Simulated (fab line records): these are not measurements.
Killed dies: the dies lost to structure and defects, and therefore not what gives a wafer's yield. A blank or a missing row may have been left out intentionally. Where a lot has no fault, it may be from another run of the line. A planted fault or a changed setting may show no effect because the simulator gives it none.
fab line records | flow n5Finfet
record: lots: 24 wafers: 72 lastDay: 18
route steps=1938 shown DUMMY_GATE@233 SD_EPI_P@304 DUMMY_REMOVAL@377 HKMG_FIN@388
lots untouched by any fault: they come from a run of this same line in which no faults occurred
startH: the number of hours between the record's first day and the start of the first shown wafer of the lot | waitH: hours since the lot's step before | " same as the row above | L1.1+2: a single row standing in for several wafers | - no value present, or no start provided | * or withheld: withheld | < > ~ a bound
route shown NAME@n: a module of which the file shows steps, and the number in the route of the first | usual: average and standard deviation across the fault-free wafers | same: alike in all rows | chamber/n: place in a boat | sites: readings site by site | _std_site: the standard deviation of these | _edge_site: mean of outer sites minus mean of inner sites | radiusMm: how far each site lies from the wafer's centre | mask NAME#n: copy n | behind: the most recent tool/chamber to have shaped the wafer | hold: why the lot was held/for how many hours/how that ended | device: the n, p or np transistor that did not switch | end of line: the route-end tests of the same wafers | for a step that has no rows: nothing shown but its recipe | killed: dies lost to structure and defects at the first sort, not the wafer's yield | map: the dies of a wafer, with x for killed, . for not killed, _ for no die there
set.NAME: the setting as run; set.NAME@STEP: as run at that earlier step | model.NAME: the simulator's own value behind a step, which no gauge read
the route's steps for a sample of lots (tables are steps, rows are wafers)
services: when a tool's chamber went out of use (startH, in hours from the record's first day, below 0 if earlier), for how many hours, and the reason
== steps ==
step: N5_DUMMY_GATE_INSPECT_17
recipe: mode: adi inspectInstrument: brightfield
usual: rawDefectCount: 203/59
columns lot.wafer tool chamber startH waitH rawDefectCount
L074.1 defectInspect-02 - 49.94 0.1 221
L074.3 " - " " 265
L074.4 " - " " 317
L075.2 defectInspect-02 - 51.97 0.0 154
L075.5 " - " " 221
L075.6 " - " " 193
L076.1 defectInspect-01 - 57.85 0.1 228
L076.2 " - " " 136
L076.4 " - " " 215
L077.1 defectInspect-02 - 64.02 0.1 221
L077.4 " - " " 271
L077.5 " - " " 244
L078.3 defectInspect-01 - 70.58 0.0 285
L078.4 " - " " 148
L078.5 " - " " 202
L079.1 defectInspect-02 - 75.58 0.1 207
L079.3 " - " " 219
L079.4 " - " " 112
L080.2 defectInspect-01 - 84.14 0.0 245
L080.5 " - " " 259
L080.6 " - " " 332
L081.1 defectInspect-02 - 88.21 0.1 314
L081.3 " - " " 141
L081.4 " - " " 201
L082.2 defectInspect-02 - 94.35 0.0 228
L082.4 " - " " 239
L082.5 " - " " 259
L083.1 defectInspect-01 - 103.45 0.1 82
L083.4 " - " " 119
L083.5 " - " " 108
L084.1 defectInspect-02 - 105.13 0.1 199
L084.5 " - " " 304
L084.6 " - " " 238
L085.2 defectInspect-01 - 116.12 0.0 215
L085.3 " - " " 186
L085.4 " - " " 153
L086.1 defectInspect-02 - 119.40 0.1 151
L086.3 " - " " 186
L086.5 " - " " 193
L087.1 defectInspect-01 - 124.55 0.1 220
L087.5 " - " " 239
L087.6 " - " " 109
L088.1 defectInspect-01 - 130.32 0.1 151
L088.2 " - " " 134
L088.5 " - " " 126
L089.1 defectInspect-01 - 135.54 0.1 115
L089.4 " - " " 94
L089.5 " - " " 136
L090.2 defectInspect-01 - 141.52 0.0 131
L090.3 " - " " 163
L090.5 " - " " 193
L091.3 defectInspect-01 - 150.00 0.0 181
L091.4 " - " " 171
L091.5 " - " " 225
L092.2 defectInspect-01 - 153.53 0.0 138
L092.4 " - " " 192
L092.5 " - " " 232
L093.3 defectInspect-01 - 161.76 0.0 145
L093.5 " - " " 285
L093.6 " - " " 187
L094.2 defectInspect-01 - 166.29 0.0 282
L094.3 " - " " 239
L094.5 " - " " 227
L095.1 defectInspect-01 - 172.52 0.1 156
L095.4 " - " " 170
L095.6 " - " " 129
L096.2 defectInspect-01 - 178.14 0.0 267
L096.4 " - " " 239
L096.5 " - " " 352
L097.3 defectInspect-02 - 185.50 0.0 214
L097.5 " - " " 236
L097.6 " - " " 186
step: N5_SD_EPI_P_OVL_MEAS_10
recipe: pointsPerWafer: 44
usual: SD_P_BLK_OVL: -0.1/0.74
columns lot.wafer tool chamber startH waitH SD_P_BLK_OVL[nm]
L074.1 overlay-01 0 57.51 0.0 -0.7
L074.3 " 0 " " -0.4
L074.4 " 0 " " 0.4
L075.2 overlay-02 0 60.48 0.0 0.5
L075.5 " 0 " " -0.2
L075.6 " 0 " " 0.2
L076.1 overlay-01 0 65.55 0.0 -1.4
L076.2 " 0 " " -1.3
L076.4 " 0 " " -1.0
L077.1 overlay-01 0 72.11 0.0 0.8
L077.4 " 0 " " 0.2
L077.5 " 0 " " -0.2
L078.3 overlay-01 0 78.27 0.0 -0.4
L078.4 " 0 " " 0.6
L078.5 " 0 " " -0.4
L079.1 overlay-01 0 82.45 0.0 -1.2
L079.3 " 0 " " -0.8
L079.4 " 0 " " -0.2
L080.2 overlay-02 0 92.45 0.0 -1.2
L080.5 " 0 " " -0.3
L080.6 " 0 " " -0.3
L081.1 overlay-02 0 96.18 0.0 -0.9
L081.3 " 0 " " 0.3
L081.4 " 0 " " 0.9
L082.2 overlay-01 0 102.89 0.0 0.5
L082.4 " 0 " " -0.8
L082.5 " 0 " " -0.2
L083.1 overlay-02 0 111.22 0.0 -1.5
L083.4 " 0 " " -0.4
L083.5 " 0 " " -1.4
L084.1 overlay-01 0 114.32 0.0 -0.1
L084.5 " 0 " " -0.6
L084.6 " 0 " " -0.3
L085.2 overlay-01 0 123.29 0.0 0.0
L085.3 " 0 " " 0.0
L085.4 " 0 " " 0.1
L086.1 overlay-01 0 127.89 0.0 1.5
L086.3 " 0 " " 1.3
L086.5 " 0 " " 1.3
L087.1 overlay-01 0 133.25 0.0 1.3
L087.5 " 0 " " 0.5
L087.6 " 0 " " -0.2
L088.1 overlay-01 0 137.08 0.0 0.5
L088.2 " 0 " " -0.4
L088.5 " 0 " " -0.2
L089.1 overlay-01 0 144.18 0.0 -0.9
L089.4 " 0 " " 1.3
L089.5 " 0 " " -0.3
L090.2 overlay-01 0 149.91 0.0 -0.7
L090.3 " 0 " " -0.5
L090.5 " 0 " " -1.2
L092.2 overlay-01 0 162.13 0.0 0.0
L092.4 " 0 " " 0.7
L092.5 " 0 " " 0.1
L093.3 overlay-02 0 170.48 0.0 -0.8
L093.5 " 0 " " -0.5
L093.6 " 0 " " -0.2
L094.2 overlay-02 0 173.04 0.0 -0.1
L094.3 " 0 " " 1.1
L094.5 " 0 " " 0.7
L095.1 overlay-01 0 179.27 0.0 0.3
L095.4 " 0 " " 0.6
L095.6 " 0 " " 0.6
L096.2 overlay-01 0 187.49 0.0 1.2
L096.4 " 0 " " 0.7
L096.5 " 0 " " -0.2
L097.3 overlay-01 0 192.67 0.0 -0.4
L097.5 " 0 " " 0.2
L097.6 " 0 " " -0.9
L091.3 overlay-01 0 194.80 0.0 0.1
L091.4 " 0 " " -0.1
L091.5 " 0 " " 0.5
step: N5_DUMMY_REMOVAL_HM_STRIP_01
recipe: chemistry: CH3F/O2 material: SiNx targetDepthA: 40 stopOn: poly-Si timeS: 6.8 overEtchFrac: 0.3 ionEnergyEv: 60 powerW: 410 biasW: 29 Ar_flow_sccm: 150 CH3F_flow_sccm: 30 O2_flow_sccm: 20
usual: drypumpMotorCurrentA: 5.7/0.56 oesProductAu: 0.65/0.062 rfVppV: 127.3/1.2 showerheadPlenumPTorr: 2.00/0.079 throttleValvePct: 16.46/0.21
columns lot.wafer tool chamber startH waitH drypumpMotorCurrentA oesProductAu rfHoursCounterH rfVppV showerheadPlenumPTorr throttleValvePct
L074.1 rieDiel-05 0 73.75 0.0 6.8 0.70 62 128.9 2.12 16.13
L074.3 " 1 " " 5.4 0.64 102 127.2 1.92 16.17
L074.4 " 2 " " 5.0 0.80 1 129.3 1.97 16.33
L075.2 rieDiel-03 3 76.49 0.1 5.6 0.60 156 127.5 2.00 16.41
L075.5 " 0 " " 5.9 0.68 - 127.1 2.04 16.38
L075.6 " 1 " " 6.1 0.62 - 126.2 2.02 16.41
L076.1 rieDiel-06 0 81.37 0.0 5.8 0.59 208 128.7 2.06 16.79
L076.2 " 3 " " 5.9 0.72 48 126.6 1.96 16.35
L076.4 " 0 " " 5.8 0.59 - 127.2 2.06 16.80
L077.1 rieDiel-06 0 87.81 0.0 5.8 0.58 210 127.8 2.06 16.81
L077.4 " 2 " " 5.4 0.60 203 126.2 1.91 16.56
L077.5 " 2 " " 5.4 0.60 - 125.8 1.91 16.57
L078.3 rieDiel-03 1 94.62 0.2 6.1 0.62 151 127.9 2.02 16.43
L078.4 " 2 " " 6.1 0.59 200 127.5 2.07 16.57
L078.5 " 1 " " 6.1 0.62 - 126.5 2.02 16.44
L079.1 rieDiel-05 3 98.59 0.0 5.1 0.56 225 126.2 1.89 16.58
L079.3 " 0 " " 6.8 0.70 69 128.7 2.12 16.16
L079.4 " 2 " " 5.1 0.77 9 127.9 1.97 16.35
L080.2 rieDiel-05 2 108.83 0.0 5.1 0.75 12 127.7 1.97 16.36
L080.5 " 0 " " 6.8 0.69 - 127.6 2.12 16.14
L080.6 " 3 " " 5.1 0.56 - 126.2 1.89 16.55
L081.1 rieDiel-06 0 112.64 0.0 5.8 0.58 218 126.3 2.06 16.82
L081.3 " 2 " " 5.5 0.59 213 126.0 1.91 16.56
L081.4 " 3 " " 5.9 0.72 54 126.7 1.96 16.35
L082.2 rieDiel-06 0 119.05 0.1 5.8 0.58 220 128.7 2.06 16.83
L082.4 " 1 " " 6.4 0.64 132 127.8 2.09 16.65
L082.5 " 0 " " 5.8 0.58 - 127.5 2.06 16.83
L083.1 rieDiel-06 0 127.33 0.0 5.8 0.57 222 127.3 2.06 16.83
L083.4 " 1 " " 6.4 0.64 133 126.7 2.09 16.64
L083.5 " 0 " " 5.8 0.58 - 128.4 2.06 16.85
L084.1 rieDiel-06 3 132.57 0.2 5.9 0.71 59 126.0 1.96 16.36
L084.5 " 3 " " 5.9 0.72 - 125.8 1.96 16.37
L084.6 " 0 " " 5.8 0.58 - 126.7 2.06 16.85
L085.2 rieDiel-05 0 141.05 0.0 6.8 0.69 81 127.7 2.12 16.16
L085.3 " 2 " " 5.0 0.73 23 127.5 1.97 16.39
L085.4 " 0 " " 6.8 0.68 - 129.7 2.12 16.17
L086.1 rieDiel-05 3 144.49 0.0 5.1 0.55 238 124.8 1.88 16.59
L086.3 " 1 " " 5.4 0.64 122 126.7 1.91 16.19
L086.5 " 2 " " 5.1 0.74 - 127.0 1.97 16.39
L087.1 rieDiel-05 0 151.41 0.2 6.8 0.68 84 126.8 2.12 16.19
L087.5 " 3 " " 5.1 0.55 - 125.4 1.88 16.59
L087.6 " 2 " " 5.1 0.73 - 127.1 1.96 16.38
L088.1 rieDiel-06 3 153.69 0.1 5.9 0.70 67 126.1 1.95 16.39
L088.2 " 1 " " 6.3 0.63 143 127.5 2.08 16.67
L088.5 " 3 " " 5.9 0.69 - 127.0 1.95 16.38
L089.1 rieDiel-06 2 160.73 0.3 5.5 0.58 228 125.1 1.90 16.60
L089.4 " 0 " " 5.8 0.57 234 127.7 2.05 16.86
L089.5 " 3 " " 5.9 0.69 - 127.0 1.95 16.38
L090.2 rieDiel-06 3 167.05 0.2 5.9 0.70 73 126.8 1.95 16.39
L090.3 " 2 " " 5.5 0.58 232 127.1 1.90 16.59
L090.5 " 0 " " 5.8 0.57 - 128.4 2.05 16.86
L092.2 rieDiel-05 1 179.78 0.3 5.4 0.62 138 128.6 1.91 16.24
L092.4 " 1 " " 5.4 0.63 - 128.0 1.91 16.25
L092.5 " 2 " " 5.0 0.71 - 126.9 1.96 16.43
L093.3 rieDiel-05 0 187.92 0.2 6.8 0.67 - 128.1 2.11 16.22
L093.5 " 0 " " 6.8 0.66 - 129.7 2.11 16.21
L093.6 " 2 " " 5.0 0.70 - 125.8 1.96 16.42
L094.2 rieDiel-05 0 189.92 0.0 6.8 0.67 103 129.0 2.11 16.22
L094.3 " 0 " " 6.8 0.67 - 129.0 2.11 16.22
L094.5 " 2 " " 5.1 0.70 - 126.8 1.96 16.42
L095.1 rieDiel-06 1 196.05 0.0 6.3 0.63 158 128.5 2.08 16.69
L095.4 " 3 " " 5.9 0.67 86 127.1 1.95 16.41
L095.6 " 0 " " 5.8 0.56 - 127.3 2.05 16.88
L096.2 rieDiel-05 0 204.70 0.1 6.8 0.66 108 129.0 2.11 16.21
L096.4 " 2 " " 5.0 0.70 51 128.0 1.96 16.43
L096.5 " 0 " " 6.8 0.67 - 127.6 2.11 16.22
L097.3 rieDiel-05 1 208.64 0.0 5.4 0.62 145 127.9 1.90 16.24
L097.5 " 1 " " 5.4 0.62 - 126.6 1.90 16.26
L097.6 " 2 " " 5.0 0.69 - 127.7 1.96 16.43
L091.3 rieDiel-06 2 211.39 0.0 5.4 0.57 251 125.3 1.89 16.65
L091.4 " 3 " " 5.9 0.66 - 127.0 1.95 16.43
L091.5 " 1 " " 6.3 0.61 - 126.8 2.08 16.71
step: N5_HKMG_FIN_ALD_74
recipe: material: La2O3 targetThkA: 5 tempC: 250 aldPrecursorFamily: La-Cp aldCoReactant: O3 pulseTimeS: 6 coReactantPulseTimeS: 1 purgeTimeS: 3 coReactantPurgeTimeS: 3
usual: heaterPowerW: 351/48 precursorPulseHeightRel: 1.001/0.021
columns lot.wafer tool chamber startH waitH heaterPowerW precursorPulseHeightRel
L074.1 aldHk-02 3 74.71 0.2 321 1.053
L074.3 " 2 " " 377 0.990
L074.4 " 0 " " 301 0.996
L075.2 aldHk-01 2 77.44 0.2 391 1.009
L075.5 " 3 " " 322 0.992
L075.6 " 2 " " 378 1.005
L076.1 aldHk-03 0 82.34 0.2 371 0.994
L076.2 " 1 " " 306 1.012
L076.4 " 2 " " 326 1.007
L077.1 aldHk-03 0 89.20 0.3 383 0.998
L077.4 " 1 " " 311 0.988
L077.5 " 1 " " 291 1.000
L078.3 aldHk-02 3 95.57 0.1 325 0.988
L078.4 " 1 " " 297 1.005
L078.5 " 1 " " 289 0.988
L079.1 aldHk-01 2 99.55 0.2 388 1.009
L079.3 " 1 " " 304 0.994
L079.4 " 3 " " 328 1.009
L080.2 aldHk-01 3 109.79 0.2 317 1.016
L080.5 " 1 " " 298 0.982
L080.6 " 2 " " 390 1.016
L081.1 aldHk-01 0 113.94 0.2 424 1.018
L081.3 " 3 " " 313 1.043
L081.4 " 2 " " 381 1.038
L082.2 aldHk-01 3 120.01 0.2 320 1.014
L082.4 " 2 " " 388 1.008
L082.5 " 0 " " 431 1.008
L083.1 aldHk-01 0 128.34 0.2 429 0.968
L083.4 " 3 " " 321 1.045
L083.5 " 3 " " 323 0.959
L084.1 aldHk-01 1 133.52 0.2 313 1.037
L084.5 " 1 " " 303 0.985
L084.6 " 2 " " 374 0.998
L085.2 aldHk-01 3 142.23 0.2 321 1.016
L085.3 " 1 " " 299 1.039
L085.4 " 0 " " 427 1.005
L086.1 aldHk-02 2 145.44 0.2 373 0.989
L086.3 " 3 " " 318 0.986
L086.5 " 1 " " 283 0.988
L087.1 aldHk-02 2 152.38 0.2 381 1.011
L087.5 " 3 " " 325 1.004
L087.6 " 2 " " 379 1.044
L088.1 aldHk-03 2 154.90 0.2 323 1.009
L088.2 " 3 " " 444 1.031
L088.5 " 2 " " 329 1.019
L089.1 aldHk-03 1 161.74 0.2 301 0.987
L089.4 " 2 " " 319 1.009
L089.5 " 3 " " 430 1.001
L090.2 aldHk-03 1 168.01 0.2 309 0.943
L090.3 " 2 " " 326 1.025
L090.5 " 0 " " 374 0.989
L092.2 aldHk-03 0 180.75 0.2 365 0.994
L092.4 " 3 " " 441 1.007
L092.5 " 3 " " 437 1.012
L093.3 aldHk-03 2 188.90 0.1 324 1.013
L093.5 " 1 " " 308 1.017
L093.6 " 2 " " 326 1.022
L094.2 aldHk-02 0 191.00 0.2 309 1.019
L094.3 " 1 " " 297 1.004
L094.5 " 0 " " 310 1.003
L095.1 aldHk-01 2 197.02 0.2 386 0.999
L095.4 " 1 " " 306 0.993
L095.6 " 3 " " 310 0.972
L096.2 aldHk-01 1 205.70 0.2 302 1.019
L096.4 " 3 " " 317 1.002
L096.5 " 0 " " 417 1.027
L097.3 aldHk-01 1 209.77 0.1 309 1.012
L097.5 " 0 " " 411 0.994
L097.6 " 1 " " 299 1.013
L091.3 aldHk-02 0 212.42 0.1 306 1.014
L091.4 " 3 " " 320 0.987
L091.5 " 2 " " 372 0.992
step: N5_HKMG_FIN_INSPECT_61
recipe: mode: adi inspectInstrument: macro
usual: rawDefectCount: 2.0/1.4
columns lot.wafer tool chamber startH waitH rawDefectCount
L074.1 defectInspect-02 - 75.30 0.0 0
L074.3 " - " " 3
L074.4 " - " " 3
L075.2 defectInspect-01 - 78.04 0.0 4
L075.5 " - " " 3
L075.6 " - " " 6
L076.1 defectInspect-02 - 82.81 0.0 1
L076.2 " - " " 2
L076.4 " - " " 2
L077.1 defectInspect-02 - 89.80 0.0 2
L077.4 " - " " 0
L077.5 " - " " 2
L078.3 defectInspect-02 - 96.04 0.0 2
L078.4 " - " " 1
L078.5 " - " " 2
L079.1 defectInspect-02 - 100.15 0.0 0
L079.3 " - " " 1
L079.4 " - " " 2
L080.2 defectInspect-02 - 110.38 0.0 0
L080.5 " - " " 5
L080.6 " - " " 1
L081.1 defectInspect-02 - 114.42 0.0 2
L081.3 " - " " 3
L081.4 " - " " 2
L082.2 defectInspect-02 - 120.61 0.0 0
L082.4 " - " " 3
L082.5 " - " " 1
L083.1 defectInspect-01 - 128.94 0.0 2
L083.4 " - " " 1
L083.5 " - " " 2
L084.1 defectInspect-01 - 134.12 0.0 1
L084.5 " - " " 3
L084.6 " - " " 4
L085.2 defectInspect-01 - 142.82 0.0 2
L085.3 " - " " 3
L085.4 " - " " 3
L086.1 defectInspect-02 - 145.91 0.0 1
L086.3 " - " " 3
L086.5 " - " " 2
L087.1 defectInspect-02 - 152.98 0.0 0
L087.5 " - " " 3
L087.6 " - " " 1
L088.1 defectInspect-02 - 155.50 0.0 0
L088.2 " - " " 0
L088.5 " - " " 2
L089.1 defectInspect-01 - 162.34 0.0 1
L089.4 " - " " 0
L089.5 " - " " 2
L090.2 defectInspect-02 - 168.60 0.0 1
L090.3 " - " " 3
L090.5 " - " " 2
L092.2 defectInspect-02 - 181.22 0.0 2
L092.4 " - " " 2
L092.5 " - " " 2
L093.3 defectInspect-01 - 189.38 0.0 2
L093.5 " - " " 2
L093.6 " - " " 4
L094.2 defectInspect-01 - 191.48 0.0 3
L094.3 " - " " 0
L094.5 " - " " 5
L095.1 defectInspect-02 - 197.49 0.0 1
L095.4 " - " " 1
L095.6 " - " " 1
L096.2 defectInspect-01 - 206.17 0.0 3
L096.4 " - " " 4
L096.5 " - " " 2
L097.3 defectInspect-02 - 210.37 0.0 3
L097.5 " - " " 1
L097.6 " - " " 1
L091.3 defectInspect-02 - 212.89 0.0 2
L091.4 " - " " 1
L091.5 " - " " 1
step: N5_HKMG_FIN_ETCH_54
recipe: chemistry: CF4 target: SiARC targetDepthA: 455 maskMaterial: CAR-ArF timeS: 75.8 ionEnergyEv: 80 pressureMtorr: 40 sourceW: 545 biasW: 36 Ar_flow_sccm: 100 cf4FlowSccm: 100 ends: cleared
usual: drypumpMotorCurrentA: 5.8/0.44 etchRfOnTimeS: 75.8/1.8 oesProductAu: 0.67/0.056 rfVppV: 184.3/0.94 showerheadPlenumPTorr: 2.16/0.051 throttleValvePct: 15.66/0.23
columns lot.wafer tool chamber startH waitH drypumpMotorCurrentA etchRfOnTimeS oesProductAu rfHoursCounterH rfVppV showerheadPlenumPTorr throttleValvePct
L074.1 rieDiel-01 2 75.62 0.0 5.6 78.8 0.68 71 184.1 2.07 15.54
L074.3 " 1 " " 6.2 75.6 0.76 39 185.5 2.19 15.67
L074.4 " 0 " " 5.9 78.6 0.64 133 183.8 2.06 15.38
L075.2 rieDiel-04 1 78.25 0.0 5.6 74.4 0.74 47 184.9 2.17 15.61
L075.5 " 0 " " 5.3 73.9 0.63 - 183.1 2.13 15.57
L075.6 " 3 " " 5.6 73.5 0.61 - 184.9 2.22 16.06
L076.1 rieDiel-04 2 82.88 0.0 5.9 76.5 0.71 61 184.4 2.17 15.25
L076.2 " 3 " " 5.6 73.4 0.61 219 185.7 2.22 16.07
L076.4 " 0 " " 5.3 73.0 0.64 170 183.2 2.13 15.56
L077.1 rieDiel-01 0 90.06 0.0 5.9 78.0 0.64 137 182.2 2.05 15.39
L077.4 " 2 " " 5.6 78.2 0.69 75 182.5 2.07 15.54
L077.5 " 3 " " 6.7 77.4 0.62 - 184.0 2.21 15.89
L078.3 rieDiel-04 0 96.11 0.0 5.3 73.9 0.64 174 184.7 2.13 15.56
L078.4 " 3 " " 5.6 72.9 0.61 225 184.0 2.22 16.07
L078.5 " 0 " " 5.3 73.9 0.63 - 184.0 2.13 15.58
L079.1 rieDiel-02 2 100.79 0.0 6.6 74.7 0.66 147 185.9 2.24 15.97
L079.3 " 1 " " 5.8 73.3 0.68 129 184.1 2.15 15.73
L079.4 " 1 " " 5.8 74.9 0.68 - 182.7 2.15 15.70
L080.2 rieDiel-02 0 110.45 0.0 6.2 77.5 0.83 0 185.0 2.20 15.48
L080.5 " 0 " " 6.2 76.9 0.83 - 184.8 2.20 15.49
L080.6 " 1 " " 5.8 74.3 0.68 - 184.4 2.15 15.72
L081.1 rieDiel-01 0 114.49 0.0 5.9 77.6 0.64 146 183.0 2.05 15.41
L081.3 " 3 " " 6.7 77.1 0.62 206 185.2 2.21 15.92
L081.4 " 2 " " 5.6 78.6 0.68 83 183.8 2.06 15.55
L082.2 rieDiel-04 2 120.67 0.0 6.0 76.7 0.70 74 183.6 2.16 15.26
L082.4 " 0 " " 5.3 74.5 0.62 183 184.1 2.13 15.57
L082.5 " 3 " " 5.6 74.0 0.60 - 184.2 2.21 16.09
L083.1 rieDiel-01 2 129.01 0.0 5.6 78.4 0.68 88 183.8 2.06 15.56
L083.4 " 0 " " 5.9 77.6 0.63 151 183.8 2.05 15.42
L083.5 " 1 " " 6.2 74.8 0.74 - 182.9 2.18 15.69
L084.1 rieDiel-04 2 134.19 0.0 6.0 78.1 0.69 79 185.4 2.16 15.28
L084.5 " 1 " " 5.5 74.6 0.72 - 184.2 2.17 15.65
L084.6 " 2 " " 6.0 77.4 0.69 - 185.8 2.16 15.28
L085.2 rieDiel-04 3 142.89 0.0 5.6 73.7 0.60 240 184.1 2.21 16.10
L085.3 " 0 " " 5.3 73.5 0.62 191 183.4 2.13 15.60
L085.4 " 2 " " 6.0 76.6 0.69 82 184.6 2.16 15.29
L086.1 rieDiel-04 0 146.35 0.0 5.3 75.1 0.62 193 183.6 2.13 15.59
L086.3 " 2 " " 5.9 77.2 0.69 83 184.1 2.16 15.28
L086.5 " 1 " " 5.6 74.7 0.71 - 183.3 2.16 15.67
L087.1 rieDiel-01 2 153.05 0.0 5.6 78.0 0.66 96 182.8 2.06 15.59
L087.5 " 0 " " 5.9 77.9 0.63 - 182.6 2.05 15.45
L087.6 " 3 " " 6.6 78.1 0.60 - 184.0 2.21 15.97
L088.1 rieDiel-01 0 155.67 0.0 5.9 77.2 0.64 162 183.3 2.05 15.45
L088.2 " 2 " " 5.6 77.7 0.67 98 182.5 2.06 15.58
L088.5 " 1 " " 6.2 74.0 0.74 - 183.7 2.18 15.70
L089.1 rieDiel-02 0 162.41 0.0 6.2 76.9 0.77 17 185.2 2.20 15.51
L089.4 " 2 " " 6.7 75.9 0.64 169 185.9 2.23 16.02
L089.5 " 2 " " 6.7 76.0 0.64 - 184.9 2.23 16.00
L090.2 rieDiel-02 3 168.67 0.0 5.2 75.2 0.61 191 184.0 2.15 15.62
L090.3 " 2 " " 6.6 74.8 0.64 170 184.7 2.23 16.02
L090.5 " 3 " " 5.2 74.8 0.61 - 183.3 2.15 15.63
L092.2 rieDiel-04 2 181.92 0.0 5.9 77.4 0.67 98 184.4 2.15 15.29
L092.4 " 0 " " 5.3 74.9 0.61 - 184.0 2.12 15.63
L092.5 " 2 " " 6.0 77.0 0.68 - 185.5 2.15 15.34
L093.3 rieDiel-04 1 189.55 0.0 5.5 73.7 0.70 90 183.7 2.16 15.70
L093.5 " 1 " " 5.5 73.4 0.71 - 184.0 2.16 15.70
L093.6 " 2 " " 6.0 77.8 0.67 - 185.6 2.15 15.33
L094.2 rieDiel-01 3 191.55 0.0 6.6 77.6 0.59 236 185.5 2.20 15.97
L094.3 " 0 " " 5.9 79.7 0.61 176 184.0 2.04 15.48
L094.5 " 3 " " 6.7 78.4 0.59 - 186.2 2.20 15.97
L095.1 rieDiel-04 1 197.57 0.0 5.6 73.5 0.69 94 184.0 2.16 15.71
L095.4 " 1 " " 5.5 73.0 0.70 - 183.7 2.16 15.72
L095.6 " 2 " " 6.0 76.8 0.67 - 184.9 2.15 15.32
L096.2 rieDiel-02 0 206.24 0.0 6.2 77.2 0.76 30 185.6 2.19 15.53
L096.4 " 3 " " 5.2 76.1 0.59 201 182.9 2.15 15.63
L096.5 " 1 " " 5.8 74.4 0.66 - 184.5 2.14 15.76
L097.3 rieDiel-02 1 210.44 0.0 5.8 75.4 0.65 160 184.4 2.14 15.75
L097.5 " 0 " " 6.1 77.9 0.75 - 185.7 2.19 15.55
L097.6 " 1 " " 5.8 76.0 0.66 - 183.5 2.14 15.77
L091.3 rieDiel-04 2 212.96 0.0 6.0 77.1 0.66 113 183.7 2.15 15.35
L091.4 " 0 " " 5.3 74.8 0.60 215 183.5 2.12 15.66
L091.5 " 1 " " 5.6 73.9 0.69 - 184.4 2.15 15.72
== services ==
columns tool chamber startH hours kind
rieDiel-02 2 49.88 22.3 repair
rieDiel-02 1 60.94 12.0 repair
rieDiel-05 0 62.71 3.0 repair
rieDiel-01 1 68.06 6.8 repair
rieDiel-06 1 79.24 2.5 repair
rieDiel-06 3 91.35 10.4 repair
aldHk-03 - 91.54 2.8 pm
rieDiel-01 1 98.46 4.6 repair
rieDiel-03 1 111.25 11.3 repair
aldHk-03 - 123.91 1.1 repair
rieDiel-05 1 140.23 4.2 repair
rieDiel-05 0 144.19 3.1 repair
rieDiel-04 3 149.90 3.7 repair
aldHk-02 - 153.80 8.7 pm
rieDiel-03 1 156.24 7.0 repair
rieDiel-03 2 158.64 5.7 repair
rieDiel-02 2 165.11 1.6 repair
rieDiel-02 1 169.68 5.5 repair
rieDiel-06 1 171.06 6.3 repair
rieDiel-02 - 176.27 14.6 pm
rieDiel-05 1 185.48 11.0 repair
aldHk-02 - 189.25 1.3 repair
rieDiel-04 0 192.97 14.7 repair
rieDiel-03 3 202.61 2.6 repair
== key ==
fault none
